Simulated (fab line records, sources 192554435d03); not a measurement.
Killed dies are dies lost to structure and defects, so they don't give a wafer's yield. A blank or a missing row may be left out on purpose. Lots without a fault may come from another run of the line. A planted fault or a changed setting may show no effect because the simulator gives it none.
Problem report in the 8D (eight disciplines) form, filled by code | flow n5_finfet | the parts of the form that need people (team, actions taken, sign-off) are left out

1. THE PROBLEM
M14_THK at N5_BEOL_M14_THK_MEAS_50 reads a mean of 996 nm on 4 wafers of 3 lots; wafers without a fault read 540 nm with a standard deviation of 9.1. That is +50 standard deviations from the usual mean.
The step: measures by xrf.
First seen on wafer L423.6, day 14 10:09, on film_metro-01. The record holds 24 wafers of 10 lots with a number at this step. Rule for "out", or "out of limits": more than 4 standard deviations from the usual mean. The other wafers with a number count as sound.

2. WHAT IT IS AND WHAT IT IS NOT
question                    | is                             | is not
which readings at this step | M14_THK                        | -
which lots                  | L423, L426, L428               | L415, L419, L420, L424, L434, L435, L436
which wafers of those lots  | L423.6, L426.1, L426.6, L428.1 | L423.4, L428.2
read on which gauges        | film_metro-01, film_metro-02   | -
when                        | from day 14 10:09              | up to then (11 sound wafers); but 9 sound wafers of L428, L434, L435, L436 came after

3. SUSPECTS, AND WHAT RULES EACH OUT
Counting: a tool at a process step up to the reading stays a suspect if it ran every lot that is out. Sound lots after the first of them don't rule it out here, since some wafers of a struck lot are sound.
- the gauge at N5_BEOL_M14_THK_MEAS_50: ruled out. The wafers that are out were read on 2 gauges (film_metro-01, film_metro-02).
- cmp-03 at N5_BEOL_M14_CMP_49 (polishes, stops on SiO2, t overpolish 5.2 s, target thk 560 nm): kept. It ran every lot that is out, first L423 (day 14 09:58); its last sound lot up to then is L424 (day 14 09:03). Its own readings are out on those wafers: barrier_field_endpoint_s, overpolish_run_s, time_to_endpoint_s.
- Within cmp-03 at N5_BEOL_M14_CMP_49: the wafers that are out ran in chambers 0, 2; their sound lot-mates ran in chamber 1.
Left after counting: cmp-03 at N5_BEOL_M14_CMP_49.

4. THE CAUSE (what the simulator had put in)
Process parameter drift: cmp-03, from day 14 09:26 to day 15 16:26, at N5_BEOL_M14_CMP_49. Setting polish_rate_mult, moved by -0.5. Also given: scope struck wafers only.
Counting left only this tool.

5. THE CHAIN OF EFFECTS, in route order
Each row: a reading whose mean over the struck wafers that have a number lies more than 3 standard deviations from the usual. Only readings for which the record gives a usual standard deviation are gone through. hours: the time from each lot's start at the first step in this table that gives one to its start at this step, as a median over the lots. sigmas: the change in usual standard deviations.
hours | step                    | reading                  | usual   | on struck wafers | change | sigmas
0     | N5_BEOL_M14_CMP_49      | barrier_field_endpoint_s | 11.21 s | 22.85            | +11.64 | +42
0     | N5_BEOL_M14_CMP_49      | overpolish_run_s         | 5.200 s | 3.147            | -2.053 | -99 or more
0     | N5_BEOL_M14_CMP_49      | time_to_endpoint_s       | 119 s   | 159              | +40    | +8.9
0     | N5_BEOL_M14_THK_MEAS_50 | M14_THK                  | 540 nm  | 996              | +456   | +50
0     | N5_BEOL_M14_INSPECT_55  | raw_defect_count         | 70      | 6473             | +6403  | +99 or more
20    | N5_PASSIVATION_PROBE_49 | defect_limited_yield     | 91.7 %  | 0.0              | -91.7  | -54
20    | N5_PASSIVATION_PROBE_49 | killed_at_M4_up          | 13      | 1093             | +1080  | +99 or more
20    | N5_PASSIVATION_PROBE_49 | killed_dies              | 98      | 1180             | +1082  | +54
20    | N5_PASSIVATION_PROBE_49 | killed_on_rim            | 13      | 152              | +139   | +31
20    | N5_PASSIVATION_PROBE_49 | sort_n_pass              | 1082    | 0                | -1082  | -54
20    | N5_PASSIVATION_PROBE_49 | sort_yield_pct           | 91.7 %  | 0.0              | -91.7  | -54
The process steps in it:
- N5_BEOL_M14_CMP_49: polishes, stops on SiO2, t overpolish 5.2 s, target thk 560 nm.
- N5_PASSIVATION_PROBE_49

6. WHAT WOULD HAVE CAUGHT IT SOONER
In this record the first reading out of limits at a measuring or inspecting step was taken at day 14 10:09, 1 hour after the fault began at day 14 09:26.
The tool's own readings at N5_BEOL_M14_CMP_49 were out on every struck wafer that the step has a row for (barrier_field_endpoint_s, overpolish_run_s, time_to_endpoint_s): an alarm limit on them would have fired on the first of those.
Of the lots that are out (3), L426, L428 began N5_BEOL_M14_CMP_49 on cmp-03 after day 14 10:09. A hold on the tool at that time would have spared those 2.
